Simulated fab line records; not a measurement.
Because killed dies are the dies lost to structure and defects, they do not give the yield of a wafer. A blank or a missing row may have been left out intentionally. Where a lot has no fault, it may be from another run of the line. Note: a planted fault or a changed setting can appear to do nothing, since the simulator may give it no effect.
Chamber matching -- flow n5_finfet -- N5_GATE_CUT_CMP_61 on cmp-04 has 4 sister chambers
The step polishes, stops on SiNx, t overpolish 3 s. 8 wafers are shown with their chamber, then 8 later ones without.

WAFERS PAIRED WITH THEIR CHAMBERS
wafer,chamber,motor_current_A (A),slurry_filter_dp_kPa (kPa)
L077.5,1,12.1,13.58
L081.6,3,13.1,13.48
L088.3,3,12.7,13.62
L088.6,2,11.1,13.52
L089.2,0,11.6,13.49
L089.3,1,12.3,13.57
L089.5,2,12.2,13.24
L091.2,0,11.4,13.56

WAFERS WHOSE CHAMBER IS MISSING
wafer,motor_current_A (A),slurry_filter_dp_kPa (kPa)
L091.5,11.9,13.47
L091.6,11.2,13.62
L093.2,11.5,13.49
L093.4,10.8,13.35
L093.6,12.8,13.49
L095.2,10.9,13.53
L095.5,12.5,13.35
L095.6,11.0,13.45

EACH ONE'S CHAMBER
wafer,from the rows above,in truth
L091.5,can't be placed: 2 or 0 or 1 or 3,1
L091.6,can't be placed: 0 or 2 or 1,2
L093.2,can't be placed: 0 or 2 or 1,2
L093.4,can't be placed: 2 or 0 or 1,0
L093.6,can't be placed: 3 or 1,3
L095.2,can't be placed: 0 or 2 or 1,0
L095.5,can't be placed: 3 or 2 or 1 or 0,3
L095.6,can't be placed: 0 or 2 or 1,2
0 of 8 placed correctly. Unplaceable from these rows: 8, with the true chamber sitting among the candidates in 8. Wrongly placed: 0.
How it was worked out, from the rows above alone: a wafer's distance from a chamber is the root of the sum, over the readings, of the square of ((its reading less the chamber's mean) divided by the reading's scatter). If the next closest chamber is less than 2 further off than the closest, the wafer can't be placed; otherwise it belongs to the closest. Each chamber's mean is taken over the wafers shown for it. How the scatter is found: for the shown wafers, subtract from each reading the mean of its chamber, square and add these, divide the total by (wafers less chambers), then take the root.
